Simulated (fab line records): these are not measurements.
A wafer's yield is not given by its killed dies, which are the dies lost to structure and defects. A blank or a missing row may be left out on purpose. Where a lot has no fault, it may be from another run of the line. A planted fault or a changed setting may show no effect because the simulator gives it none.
One fault through the eyes of 2 desks + flow n5 finfet + every desk sees just its own numbers, and what lay behind them comes last

## THE TOOL OWNER'S DESK: euv scanner-01
The tool's own readings at N5_BEOL_M3_EXPOSE_08 (exposes mask M3): means of the sampled wafers that have a number, for each lot that ran on this tool. Marked OUT: a lot whose mean sits more than 4 standard deviations from the usual mean, which makes it out of limits; the brackets give that distance.
Columns: A = exposure dose mJ cm2 at N5_BEOL_M3_EXPOSE_08, usual 32.94
| lot  | first seen here | A               |
|------|-----------------|-----------------|
| L223 | day 10 00:52    | 33.01           |
| L225 | day 10 00:55    | 32.95           |
| L229 | day 10 13:41    | 32.93           |
| L228 | day 11 07:23    | 32.96           |
| L232 | day 12 04:34    | 35.80 (+87) OUT |
| L237 | day 13 00:01    | 35.18 (+68) OUT |
This desk's finding: out of limits on L232, L237; first on L232, day 12 04:34 (exposure dose mJ cm2 at N5_BEOL_M3_EXPOSE_08). L223, L225, L229, L228: within limits.

## FROM THE METROLOGY DESK
Lot by lot, what the gauges showed, no matter which tool ran the lot: averages of those sampled wafers that carry a number. Marked OUT: a lot whose mean sits more than 4 standard deviations from the usual mean, which makes it out of limits; the brackets give that distance. 7 of its 12 readings are shown: the first one out of limits and those lying furthest out on some lot.
Columns: A = cd nm at N5_BEOL_M3_CD_MEAS_11, usual 17.14 nm; B = cd nm at N5_BEOL_M3_CD_MEAS_18, usual 18.1 nm; C = DIBL_N at N5_BEOL_M4_RC_MEAS_101, usual 36.4 mV/V; D = IOFF_N at N5_BEOL_M4_RC_MEAS_101, usual 0.159 nA/um; E = ION_P at N5_BEOL_M4_RC_MEAS_101, usual 459 uA/um; F = VT_N at N5_BEOL_M4_RC_MEAS_101, usual 250 mV; G = VT_P at N5_BEOL_M4_RC_MEAS_101, usual -250 mV
| lot  | first seen here | A                | B               | C    | D     | E   | F   | G    |
|------|-----------------|------------------|-----------------|------|-------|-----|-----|------|
| L215 | day 8 00:52     | 16.97            | 18.0            | 36.3 | 0.156 | 455 | 250 | -252 |
| L222 | day 9 15:52     | 17.13            | 18.1            | 36.0 | 0.133 | 445 | 254 | -258 |
| L223 | day 10 00:59    | 17.22            | 17.7            | 35.2 | 0.148 | 452 | 251 | -254 |
| L225 | day 10 01:02    | 16.88            | 18.1            | 37.1 | 0.168 | 455 | 251 | -254 |
| L229 | day 10 13:49    | 17.27            | 17.6            | 35.6 | 0.128 | 453 | 254 | -253 |
| L228 | day 11 07:30    | 17.28            | 18.2            | 38.5 | 0.197 | 459 | 247 | -250 |
| L232 | day 12 04:42    | 19.12 (+9.4) OUT | 19.8 (+4.9) OUT | -    | -     | -   | -   | -    |
| L236 | day 12 12:08    | 17.00            | 17.9            | 37.0 | 0.152 | 450 | 253 | -258 |
| L237 | day 13 00:09    | 18.34 (+5.7) OUT | 19.6 (+4.2) OUT | -    | -     | -   | -   | -    |
This desk's finding: out of limits on L232, L237; first on L232, day 12 04:42 (cd nm at N5_BEOL_M3_CD_MEAS_11). L215, L222, L223, L225, L229, L228, L236: within limits.

## ALL TOGETHER
On L232, L237, at day 12 04:34, an alarm was possible from the tool owner's desk.
On L232, L237, the metrology desk was in a position to raise an alarm at day 12 04:42.
Of the lots named, all ran N5_BEOL_M3_EXPOSE_08 on euv scanner-01.

## WHAT THE SIMULATOR HAD PUT IN
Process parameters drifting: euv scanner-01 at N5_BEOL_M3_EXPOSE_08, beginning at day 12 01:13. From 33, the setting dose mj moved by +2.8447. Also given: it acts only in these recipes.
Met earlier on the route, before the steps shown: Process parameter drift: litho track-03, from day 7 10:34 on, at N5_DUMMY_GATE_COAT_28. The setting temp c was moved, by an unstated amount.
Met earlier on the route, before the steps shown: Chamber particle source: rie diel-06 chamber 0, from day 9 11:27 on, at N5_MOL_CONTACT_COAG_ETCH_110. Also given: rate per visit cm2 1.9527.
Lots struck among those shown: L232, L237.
Counting hours from when the fault started, the first reading out of limits came at 3 for the tool owner's desk and at 3 for the metrology desk.
